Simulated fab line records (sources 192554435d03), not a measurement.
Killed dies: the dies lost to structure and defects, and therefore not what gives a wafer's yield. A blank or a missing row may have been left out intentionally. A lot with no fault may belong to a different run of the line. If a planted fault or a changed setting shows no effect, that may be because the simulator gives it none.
Problem report in the 8D (eight disciplines) form, filled by code | flow n5Finfet | the parts of the form that need people (team, actions taken, sign-off) are left out

1. THE ISSUE
Mean of doseIonsCm2 at N5_WELL_APT_IMPLANT_15: 1.7726e+13 across 6 wafers in 2 lots; on wafers with no fault it is 1.4997e+13 (standard deviation 1.7e+10). That is +99 or more standard deviations from the usual mean.
Earliest sighting: wafer L819.2 on implanter-01 at day 5 08:20. Wafers with a number at this step in the record: 30, from 10 lots. Rule for "out" (also "out of limits"): further than 4 standard deviations from the usual mean. The other wafers with a number count as sound.

2. WHAT THIS IS AND IS NOT
question                    | is                            | is not
which readings at this step | doseIonsCm2, faradayCurrentUA | beamOnS, endStationPressureTorr
which lots                  | L819, L821                    | L804, L806, L807, L809, L811, L812, L813, L814
which wafers of those lots  | all that have a number        | -
read on which tools         | implanter-01                  | implanter-02
when                        | from day 5 08:20              | up to then (24 sound wafers)

3. SUSPECTS, AND WHAT RULES EACH OUT
Counting: a tool stays on the suspect list if, at a process step up to the reading, it processed all lots that are out and no sound lot following the first of them.
- implanter-01 at N5_WELL_APT_IMPLANT_15: kept. It processed each lot that is out, first L819 at day 5 08:20, and no sound lot thereafter; up to then, the last sound lot it processed was L814 at day 4 02:02. On those wafers its own readings are out: doseIonsCm2, faradayCurrentUA.
The count leaves implanter-01 at N5_WELL_APT_IMPLANT_15.

4. THE CAUSE (what the simulator had put in)
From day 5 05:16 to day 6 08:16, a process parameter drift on implanter-01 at N5_WELL_APT_IMPLANT_15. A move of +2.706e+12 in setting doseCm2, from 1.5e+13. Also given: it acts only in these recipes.
Counting left only this tool.

5. THE CHAIN OF EFFECTS, in route order
One row per reading whose mean, taken over the struck wafers that have a number, lies over 3 standard deviations from the usual. Only readings for which the record gives a usual standard deviation are gone through. hours: the time from each lot's start at the first step in this table that gives one to its start at this step, as a median over the lots. sigmas: the change in usual standard deviations.
hours | step                   | reading          | usual      | on struck wafers | change      | sigmas
0     | N5_WELL_APT_IMPLANT_15 | doseIonsCm2      | 1.4997e+13 | 1.7726e+13       | +2.7292e+12 | +99 or more
0     | N5_WELL_APT_IMPLANT_15 | faradayCurrentUA | 190        | 225              | +35         | +9.2
Process steps it contains:
- N5_WELL_APT_IMPLANT_15
At these later measuring or inspecting steps, every struck wafer for which the step has a row has a number for every such reading, and none has moved that far: N5_BEOL_M4_RC_MEAS_101.

6. WHAT WOULD HAVE CAUGHT IT SOONER
3 hours passed between the start of the fault at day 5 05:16 and the first reading out of limits in this record, taken at day 5 08:20.
